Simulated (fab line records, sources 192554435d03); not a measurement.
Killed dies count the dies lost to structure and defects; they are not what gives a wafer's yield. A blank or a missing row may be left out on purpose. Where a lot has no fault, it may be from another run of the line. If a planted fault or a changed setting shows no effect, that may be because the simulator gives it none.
Chamber matching | flow n5_finfet | N5_BEOL_M8_STRIP_67 on rie_diel-03 has 4 sister chambers
The step strips in CF4. 18 wafers are shown with their chamber, then 9 later ones without.

== WAFERS PAIRED WITH THEIR CHAMBERS ==
wafer  | chamber | drypump_motor_current_A (A) | showerhead_plenum_p_Torr (Torr) | throttle_valve_pct (%)
L076.1 | 2       | 5.8                         | 1.72                            | 13.85
L076.4 | 3       | 5.8                         | 1.83                            | 13.47
L076.6 | 2       | 5.8                         | 1.72                            | 13.88
L075.1 | 2       | 5.7                         | 1.72                            | 13.88
L075.3 | 1       | 4.8                         | 1.73                            | 13.21
L075.5 | 1       | 4.8                         | 1.73                            | 13.21
L081.2 | 1       | 4.8                         | 1.73                            | 13.21
L081.4 | 3       | 5.8                         | 1.82                            | 13.50
L081.5 | 1       | 4.8                         | 1.72                            | 13.23
L085.1 | 0       | 6.3                         | 1.85                            | 13.93
L085.4 | 1       | 4.8                         | 1.72                            | 13.26
L085.5 | 1       | 4.8                         | 1.72                            | 13.25
L086.2 | 2       | 5.8                         | 1.71                            | 13.93
L086.4 | 2       | 5.7                         | 1.71                            | 13.93
L086.6 | 1       | 4.8                         | 1.72                            | 13.25
L087.1 | 1       | 4.8                         | 1.72                            | 13.26
L087.3 | 3       | 5.8                         | 1.82                            | 13.52
L087.5 | 1       | 4.8                         | 1.72                            | 13.28

SIGNATURES (averages over the wafers above)
reading                  | chamber 0 | chamber 1 | chamber 2 | chamber 3 | scatter within a chamber
drypump_motor_current_A  | 6.300     | 4.800     | 5.760     | 5.800     | 0.0293
showerhead_plenum_p_Torr | 1.8500    | 1.7233    | 1.7160    | 1.8233    | 0.00526
throttle_valve_pct       | 13.9300   | 13.2400   | 13.8940   | 13.4967   | 0.0288
Rule: a wafer's distance from a chamber is the root of the sum, over the readings, of the square of ((its reading less the chamber's mean) divided by the reading's scatter). The wafer belongs to the nearest chamber; if the next one is less than 2 further off, it can't be placed. The scatter: the root of (the sum of the squares of (reading less its chamber's mean) over the shown wafers, divided by (wafers less chambers)).

== WAFERS WITH NO CHAMBER GIVEN ==
wafer  | drypump_motor_current_A (A) | showerhead_plenum_p_Torr (Torr) | throttle_valve_pct (%)
L088.1 | 5.8                         | 1.82                            | 13.53
L088.2 | 4.8                         | 1.72                            | 13.26
L088.4 | 4.8                         | 1.72                            | 13.26
L089.2 | 5.8                         | 1.71                            | 13.93
L089.3 | 5.8                         | 1.82                            | 13.52
L089.5 | 5.8                         | 1.71                            | 13.96
L097.1 | 5.7                         | 1.92                            | 13.37
L097.3 | 5.8                         | 1.81                            | 13.60
L097.5 | 5.8                         | 1.81                            | 13.60

== THE CHAMBER EACH PASSED THROUGH ==
wafer  | from the rows above | in truth
L088.1 | 3                   | 3
L088.2 | 1                   | 1
L088.4 | 1                   | 1
L089.2 | 2                   | 2
L089.3 | 3                   | 3
L089.5 | 2                   | 2
L097.1 | 3                   | 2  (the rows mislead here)
L097.3 | 3                   | 3
L097.5 | 3                   | 3
Correct placement for 8 of the 9. Can't be placed from these rows: 0. 1 placed wrongly.
